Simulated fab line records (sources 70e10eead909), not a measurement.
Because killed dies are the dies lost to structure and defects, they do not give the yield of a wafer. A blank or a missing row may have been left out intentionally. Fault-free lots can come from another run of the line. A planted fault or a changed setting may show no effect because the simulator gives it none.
fab line records | flow nandHarc | part 2 of 2: steps 20 to 25 of 25
[record] lots = 5 | wafers = 15 | lastDay = 33
route steps=1302 shown A_STAIRCASE@722
lots untouched by any fault: they come from a run of this same line in which no faults occurred
startH: hours from the record's opening day to when the first of the lot's shown wafers began | waitH: hours since the lot's step before | " identical to the entry in the row above | L1.1+2: several wafers, shown together as one row | - value missing, or start not given | * or withheld: withheld | < > ~ a bound
route shown NAME@n: a module of which the file shows steps, and the number in the route of the first | usual: mean/standard deviation of fault-free wafers | same: alike in all rows | chamber/n: place in a boat | sites: per-site readings | _std_site: their standard deviation | _edge_site: inner sites' mean taken away from outer sites' mean | radiusMm: how far each site lies from the wafer's centre | mask NAME#n: copy n | behind: tool/chamber where the wafer was last shaped | hold: why the lot went on hold/how many hours it stayed there/how the hold came to an end | device: the n, p or np transistor that did not switch | end of line: the same wafers' tests at the end of the route | a step with no rows: only its recipe | killed: at the first sort, the dies lost to defects and structure; wafer yield is something else | map: per-die view of a wafer (x killed, . not killed, _ where there is no die)
set.NAME: the setting that was run; set.NAME@STEP: the one run at that earlier step | model.NAME: the simulator's own value behind a step, which no gauge read
a table for each step, a row for each wafer; lots at some steps of the route
services: when a tool's chamber went out of use (startH, in hours from the record's first day, below 0 if earlier), for how many hours, and the reason
[[steps]]
[step NHARC_A_STAIRCASE_TRIM_229]
[recipe] timeS = 211.2 | o2FlowSccm = 500 | arFlowSccm = 0 | biasW = 0 | chemistry = O2
[usual] drypumpMotorCurrentA = 5.9/0.44 | oesProductAu = 1.003/0.0073 | rfVppV = 57.7/0.79 | showerheadPlenumPTorr = 3.53/0.14 | throttleValvePct = 17.036/0.0093
lot.wafer | tool       | chamber | startH | waitH | drypumpMotorCurrentA | oesProductAu | rfHoursCounterH | rfVppV | showerheadPlenumPTorr | throttleValvePct
L074.4    | rieDiel-10 | 0       | 352.67 | 0.1   | 5.8                  | 1.004        | 30              | 57.6   | 3.54                  | 17.031
L074.6    | "          | 3       | "      | "     | 5.4                  | 1.002        | -               | 57.7   | 3.57                  | 17.038
L074.5    | "          | 0       | "      | "     | 5.9                  | 0.999        | -               | 57.4   | 3.54                  | 17.052
L082.1    | rieDiel-03 | 0       | 452.18 | 0.1   | 6.2                  | 0.992        | 61              | 58.2   | 3.77                  | 17.028
L082.4    | "          | 2       | "      | "     | 6.9                  | 0.999        | 48              | 57.3   | 3.60                  | 17.046
L082.6    | "          | 1       | "      | "     | 5.2                  | 0.997        | -               | 58.9   | 3.78                  | 17.045
L086.3    | rieDiel-03 | 1       | 472.08 | 0.1   | 5.2                  | 0.996        | 1               | 59.0   | 3.77                  | 17.040
L086.2    | "          | 3       | "      | "     | 6.1                  | 1.006        | 1               | 57.1   | 3.62                  | 17.046
L086.6    | "          | 2       | "      | "     | 6.9                  | 1.005        | -               | 58.5   | 3.60                  | 17.032
L092.4    | rieDiel-04 | 2       | 547.87 | 0.1   | 6.0                  | 1.005        | 1               | 56.3   | 3.34                  | 17.056
L092.1    | "          | 3       | "      | "     | 5.7                  | 0.987        | 2               | 56.4   | 3.31                  | 17.039
L092.3    | "          | 1       | "      | "     | 6.4                  | 0.998        | 1               | 58.7   | 3.49                  | 17.018
L096.3    | rieDiel-10 | 0       | 590.65 | 0.1   | 5.9                  | 1.015        | 39              | 58.0   | 3.51                  | 17.043
L096.2    | "          | 2       | "      | "     | 6.4                  | 1.005        | 55              | 57.3   | 3.36                  | 17.038
L096.1    | "          | 3       | "      | "     | 5.4                  | 1.005        | 61              | 57.0   | 3.52                  | 17.043
[step NHARC_A_STAIRCASE_ETCH_230]
[recipe] targetDepthA = 1000 | timeS = 40.5 | ionEnergyEv = 400 | c4f8FlowSccm = 20 | o2FlowSccm = 10 | arFlowSccm = withheld | rfW = 600 | biasW = 1000 | chemistry = C4F8/O2
[usual] oesProductAu = 0.951/0.015 | rfVppV = 896/5.3
lot.wafer | tool       | chamber | startH | waitH | oesProductAu | rfHoursCounterH | rfVppV
L074.4    | rieDiel-10 | 0       | -      | -     | 0.945        | 30              | 896
L074.6    | "          | 1       | "      | "     | 0.947        | -               | 904
L074.5    | "          | 2       | "      | "     | 0.943        | -               | 892
L082.4    | rieDiel-03 | 1       | -      | -     | 0.959        | 54              | 905
L082.1    | "          | 2       | "      | "     | 0.983        | 48              | 900
L082.6    | "          | 2       | "      | "     | 0.985        | -               | 899
L086.2    | rieDiel-03 | 1       | -      | -     | 0.966        | 1               | 905
L086.3    | "          | 3       | "      | "     | 0.982        | 1               | 900
L086.6    | "          | 0       | "      | "     | 0.966        | -               | 905
L092.1    | rieDiel-04 | 3       | -      | -     | 0.963        | 2               | 888
L092.3    | "          | 0       | "      | "     | 0.972        | 2               | 893
L092.4    | "          | 1       | "      | "     | 0.992        | 1               | 895
L096.3    | rieDiel-10 | 0       | -      | -     | 0.968        | 39              | 895
L096.2    | "          | 1       | "      | "     | 0.957        | 52              | 903
L096.1    | "          | 3       | "      | "     | 0.978        | 61              | 895
[step NHARC_A_STAIRCASE_TRIM_231]
[recipe] timeS = 211.2 | o2FlowSccm = 500 | arFlowSccm = 0 | biasW = 0 | chemistry = O2
[usual] drypumpMotorCurrentA = 5.9/0.43 | oesProductAu = 1.004/0.0078 | rfVppV = 57.8/0.84 | showerheadPlenumPTorr = 3.53/0.14 | throttleValvePct = 17.036/0.0092
lot.wafer | tool       | chamber | startH | waitH | drypumpMotorCurrentA | oesProductAu | rfHoursCounterH | rfVppV | showerheadPlenumPTorr | throttleValvePct
L074.4    | rieDiel-10 | 1       | -      | -     | 5.8                  | 1.005        | 34              | 58.2   | 3.75                  | 17.042
L074.6    | "          | 0       | "      | "     | 5.9                  | 0.995        | -               | 55.2   | 3.54                  | 17.059
L074.5    | "          | 1       | "      | "     | 5.8                  | 1.000        | -               | 59.3   | 3.75                  | 17.040
L082.4    | rieDiel-03 | 1       | -      | -     | 5.2                  | 1.005        | 55              | 58.6   | 3.78                  | 17.052
L082.1    | "          | 2       | "      | "     | 6.8                  | 1.007        | 48              | 58.6   | 3.60                  | 17.037
L082.6    | "          | 2       | "      | "     | 6.9                  | 1.007        | -               | 58.4   | 3.60                  | 17.025
L086.3    | rieDiel-03 | 1       | -      | -     | 5.2                  | 0.998        | 1               | 57.7   | 3.77                  | 17.046
L086.2    | "          | 2       | "      | "     | 6.8                  | 1.004        | 1               | 58.6   | 3.60                  | 17.032
L086.6    | "          | 2       | "      | "     | 6.9                  | 1.003        | -               | 57.4   | 3.60                  | 17.032
L092.1    | rieDiel-04 | 1       | -      | -     | 6.4                  | 0.994        | 1               | 57.1   | 3.49                  | 17.026
L092.3    | "          | 2       | "      | "     | 6.0                  | 0.996        | 1               | 58.4   | 3.34                  | 17.049
L092.4    | "          | 3       | "      | "     | 5.7                  | 0.988        | 2               | 57.3   | 3.31                  | 17.054
L096.1    | rieDiel-10 | 2       | -      | -     | 6.4                  | 1.005        | 55              | 57.0   | 3.36                  | 17.031
L096.3    | "          | 0       | "      | "     | 5.9                  | 1.018        | 39              | 57.4   | 3.51                  | 17.030
L096.2    | "          | 1       | "      | "     | 5.8                  | 1.002        | 52              | 57.4   | 3.71                  | 17.027
[step NHARC_A_STAIRCASE_ETCH_232]
[recipe] targetDepthA = 1000 | timeS = 40.5 | ionEnergyEv = 400 | c4f8FlowSccm = 20 | o2FlowSccm = 10 | arFlowSccm = withheld | rfW = 600 | biasW = 1000 | chemistry = C4F8/O2
[usual] oesProductAu = 0.947/0.012 | rfVppV = 896/5.6
lot.wafer | tool       | chamber | startH | waitH | oesProductAu | rfHoursCounterH | rfVppV
L074.4    | rieDiel-10 | 2       | -      | -     | 0.959        | 37              | 890
L074.5    | "          | 1       | "      | "     | 0.946        | -               | 904
L074.6    | "          | 2       | "      | "     | 0.956        | -               | 891
L082.4    | rieDiel-03 | 0       | -      | -     | 0.946        | 62              | 904
L082.1    | "          | 1       | "      | "     | 0.948        | 55              | 906
L082.6    | "          | 1       | "      | "     | 0.942        | -               | 906
L086.2    | rieDiel-03 | 2       | -      | -     | 0.961        | 1               | 898
L086.3    | "          | 3       | "      | "     | 0.964        | 1               | 899
L086.6    | "          | 1       | "      | "     | 0.949        | -               | 905
L092.4    | rieDiel-04 | 2       | -      | -     | 0.940        | 1               | 889
L092.3    | "          | 0       | "      | "     | 0.960        | 2               | 892
L092.1    | "          | 1       | "      | "     | 0.942        | 1               | 894
L096.1    | rieDiel-10 | 3       | -      | -     | 0.949        | 61              | 895
L096.3    | "          | 0       | "      | "     | 0.970        | 39              | 895
L096.2    | "          | 2       | "      | "     | 0.953        | 55              | 891
[step NHARC_A_STAIRCASE_TRIM_233]
[recipe] timeS = 211.2 | o2FlowSccm = 500 | arFlowSccm = 0 | biasW = 0 | chemistry = O2
[usual] drypumpMotorCurrentA = 5.9/0.42 | oesProductAu = 1.002/0.0074 | rfVppV = 57.8/0.85 | showerheadPlenumPTorr = 3.54/0.14 | throttleValvePct = 17.036/0.0095
lot.wafer | tool       | chamber | startH | waitH | drypumpMotorCurrentA | oesProductAu | rfHoursCounterH | rfVppV | showerheadPlenumPTorr | throttleValvePct
L074.4    | rieDiel-10 | 3       | -      | -     | 5.4                  | 0.992        | 35              | 56.9   | 3.57                  | 17.049
L074.6    | "          | 1       | "      | "     | 5.8                  | 0.996        | -               | 57.2   | 3.75                  | 17.029
L074.5    | "          | 2       | "      | "     | 6.4                  | 0.998        | -               | 57.9   | 3.40                  | 17.048
L082.4    | rieDiel-03 | 3       | -      | -     | 6.0                  | 1.004        | 59              | 57.5   | 3.62                  | 17.045
L082.1    | "          | 2       | "      | "     | 6.8                  | 1.005        | 48              | 57.9   | 3.60                  | 17.038
L082.6    | "          | 3       | "      | "     | 6.0                  | 1.007        | -               | 57.0   | 3.62                  | 17.032
L086.2    | rieDiel-03 | 3       | -      | -     | 6.1                  | 1.003        | 1               | 57.1   | 3.62                  | 17.033
L086.3    | "          | 1       | "      | "     | 5.2                  | 0.996        | 1               | 58.3   | 3.77                  | 17.043
L086.6    | "          | 2       | "      | "     | 6.9                  | 1.004        | -               | 57.4   | 3.60                  | 17.036
L092.1    | rieDiel-04 | 2       | -      | -     | 6.0                  | 0.996        | 5               | 57.0   | 3.34                  | 17.042
L092.4    | "          | 3       | "      | "     | 5.7                  | 1.003        | 4               | 57.0   | 3.30                  | 17.035
L092.3    | "          | 0       | "      | "     | 5.4                  | 1.001        | 4               | 57.8   | 3.43                  | 17.044
L096.1    | rieDiel-10 | 3       | -      | -     | 5.4                  | 0.991        | 61              | 58.1   | 3.52                  | 17.046
L096.3    | "          | 0       | "      | "     | 5.9                  | 1.007        | 39              | 57.1   | 3.51                  | 17.020
L096.2    | "          | 1       | "      | "     | 5.8                  | 0.996        | 52              | 59.2   | 3.71                  | 17.036
[step NHARC_A_STAIRCASE_ETCH_234]
[recipe] targetDepthA = 1000 | timeS = 40.5 | ionEnergyEv = 400 | c4f8FlowSccm = 20 | o2FlowSccm = 10 | arFlowSccm = withheld | rfW = 600 | biasW = 1000 | chemistry = C4F8/O2
[usual] oesProductAu = 0.946/0.011 | rfVppV = 896/5.2
lot.wafer | tool       | chamber | startH | waitH | oesProductAu | rfHoursCounterH | rfVppV
L074.4    | rieDiel-10 | 1       | -      | -     | 0.937        | 34              | 904
L074.6    | "          | 0       | "      | "     | 0.946        | -               | 896
L074.5    | "          | 1       | "      | "     | 0.937        | -               | 903
L082.4    | rieDiel-03 | 3       | -      | -     | 0.956        | 59              | 900
L082.1    | "          | 1       | "      | "     | 0.949        | 55              | 905
L082.6    | "          | 0       | "      | "     | 0.936        | -               | 904
L086.3    | rieDiel-03 | 3       | -      | -     | 0.951        | 1               | 898
L086.2    | "          | 1       | "      | "     | 0.953        | 1               | 904
L086.6    | "          | 3       | "      | "     | 0.948        | -               | 898
L092.3    | rieDiel-04 | 0       | -      | -     | 0.958        | 4               | 891
L092.4    | "          | 2       | "      | "     | 0.939        | 5               | 890
L092.1    | "          | 3       | "      | "     | 0.949        | 4               | 887
L096.3    | rieDiel-10 | 0       | -      | -     | 0.974        | 39              | 896
L096.1    | "          | 1       | "      | "     | 0.956        | 52              | 903
L096.2    | "          | 3       | "      | "     | 0.956        | 61              | 896
[[services]]
tool          | chamber | startH | hours | kind
rieDiel-03    | 2       | 333.37 | 8.2   | repair
wetBench-07   | -       | 336.09 | 8.0   | pm
rieDiel-04    | -       | 355.03 | 9.0   | pm
rieDiel-10    | 1       | 378.57 | 7.1   | repair
rieDiel-03    | 2       | 388.47 | 3.9   | repair
krfScanner-03 | -       | 396.00 | 4.0   | pm
lithoTrack-02 | -       | 402.01 | 7.0   | pm
rieDiel-10    | 0       | 408.18 | 57.3  | repair
rieDiel-10    | -       | 421.20 | 9.0   | pm
lithoTrack-07 | -       | 426.00 | 7.0   | pm
rieDiel-04    | 3       | 426.47 | 1.7   | repair
rieDiel-04    | 2       | 445.86 | 34.0  | repair
lithoTrack-03 | -       | 450.00 | 7.0   | pm
rieDiel-03    | -       | 460.74 | 9.0   | pm
krfScanner-03 | -       | 466.90 | 0.5   | repair
rieDiel-03    | 0       | 475.38 | 9.6   | repair
rieDiel-03    | 2       | 490.23 | 16.0  | repair
wetBench-07   | -       | 500.53 | 3.1   | repair
rieDiel-04    | 0       | 505.96 | 4.3   | repair
wetBench-07   | -       | 512.09 | 8.0   | pm
krfScanner-03 | -       | 522.79 | 0.4   | repair
rieDiel-04    | 2       | 523.84 | 18.4  | repair
rieDiel-04    | -       | 532.03 | 9.0   | pm
lithoTrack-02 | -       | 577.01 | 7.0   | pm
